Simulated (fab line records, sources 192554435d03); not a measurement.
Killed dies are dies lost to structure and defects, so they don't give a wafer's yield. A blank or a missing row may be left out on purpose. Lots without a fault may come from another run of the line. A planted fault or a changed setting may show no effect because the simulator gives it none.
Problem report in the 8D (eight disciplines) form, filled by code | flow n5_finfet | the parts of the form that need people (team, actions taken, sign-off) are left out
Where a reading is given only as a bound, like >300, the bound stands for it, and a mean or a difference that rests on one is marked > or <: the true number lies beyond.

1. THE PROBLEM
raw_defect_count at N5_DUMMY_GATE_INSPECT_27 reads a mean of 1323 on 3 wafers of 1 lot; wafers without a fault read 309 with a standard deviation of 76. That is +13 standard deviations from the usual mean.
The step: inspects for defects (brightfield).
First seen on wafer L393.2, day 5 01:32, on defect_inspect-02. The record holds 29 wafers of 10 lots with a number at this step. Rule for "out", or "out of limits": more than 4 standard deviations from the usual mean. The other wafers with a number count as sound.

2. WHAT IT IS AND WHAT IT IS NOT
question                    | is                     | is not
which readings at this step | raw_defect_count       | -
which lots                  | L393                   | L385, L387, L390, L391, L398, L399, L403, L405, L407
which wafers of those lots  | all that have a number | -
read on which gauges        | defect_inspect-02      | defect_inspect-01
when                        | from day 5 01:32       | up to then (12 sound wafers); but 14 sound wafers of L398, L399, L403, L405, L407 came after

3. SUSPECTS, AND WHAT RULES EACH OUT
Counting: a tool at a process step up to the reading stays a suspect if it ran every lot that is out and no sound lot after the first of them.
- the gauge at N5_DUMMY_GATE_INSPECT_27: ruled out. All the wafers that are out were read on defect_inspect-02, but those of them that N5_PASSIVATION_PROBE_49 has rows for are out there too, on other tools.
- rie_diel-06 at N5_DUMMY_GATE_ETCH_31 (etches SiO2 in C4F6/O2, target depth 82.5 nm, time 27.5 s): kept. It ran the lot that is out, L393 (day 5 00:48), and no sound lot after that; its last sound lot up to then is L391 (day 4 10:26).
- rie_diel-06 at N5_DUMMY_GATE_STRIP_41 (strips in O2): kept. It ran the lot that is out, L393 (day 5 00:51), and no sound lot after that; its last sound lot up to then is L391 (day 4 10:29).
- rie_diel-06 at N5_DUMMY_GATE_HM_OPEN_21 (chemistry CH3F/O2, target SiNx, target depth 120 nm, time 171.4 s): kept. It ran the lot that is out, L393 (day 5 00:53), and no sound lot after that; its last sound lot up to then is L391 (day 4 10:31).
- wet_bench-01 at N5_DUMMY_GATE_PRECLEAN_51 (cleans in SC2, time 45 s): kept. It ran the lot that is out, L393 (day 5 01:26), and no sound lot after that; its last sound lot up to then is L391 (day 4 11:14).
Left after counting: rie_diel-06 at N5_DUMMY_GATE_ETCH_31, rie_diel-06 at N5_DUMMY_GATE_STRIP_41, rie_diel-06 at N5_DUMMY_GATE_HM_OPEN_21, wet_bench-01 at N5_DUMMY_GATE_PRECLEAN_51.

4. THE CAUSE (what the simulator had put in)
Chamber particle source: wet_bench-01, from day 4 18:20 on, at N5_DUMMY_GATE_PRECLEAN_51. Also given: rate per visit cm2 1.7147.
Counting left 4 suspects, and this tool is among them.

5. THE CHAIN OF EFFECTS, in route order
Each row: a reading whose mean over the struck wafers that have a number lies more than 3 standard deviations from the usual. Only readings for which the record gives a usual standard deviation are gone through. hours: the time from each lot's start at the first step in this table that gives one to its start at this step, as a median over the lots. sigmas: the change in usual standard deviations.
hours | step                     | reading             | usual | on struck wafers | change | sigmas
0     | N5_DUMMY_GATE_INSPECT_27 | raw_defect_count    | 309   | 1323             | +1014  | +13
3     | N5_SPACER0_INSPECT_04    | raw_defect_count    | 147   | 1228             | +1081  | +31
3     | N5_SD_EPI_N_INSPECT_11   | raw_defect_count    | 2.0   | >300             | >+298  | +99 or more
212   | N5_PASSIVATION_PROBE_49  | killed_at_front_end | 42    | 154              | +112   | +9.4
212   | N5_PASSIVATION_PROBE_49  | killed_dies         | 105   | 214              | +109   | +6.8
212   | N5_PASSIVATION_PROBE_49  | killed_on_rim       | 13    | 31               | +18    | +4.5
The process steps in it:
- N5_PASSIVATION_PROBE_49

6. WHAT WOULD HAVE CAUGHT IT SOONER
In this record the first reading out of limits at a measuring or inspecting step was taken at day 5 01:32, 7 hours after the fault began at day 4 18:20.
All the lots that are out (1) had begun N5_DUMMY_GATE_PRECLEAN_51 on wet_bench-01 by day 5 01:32. A hold on the tool at that time would have spared none of them.
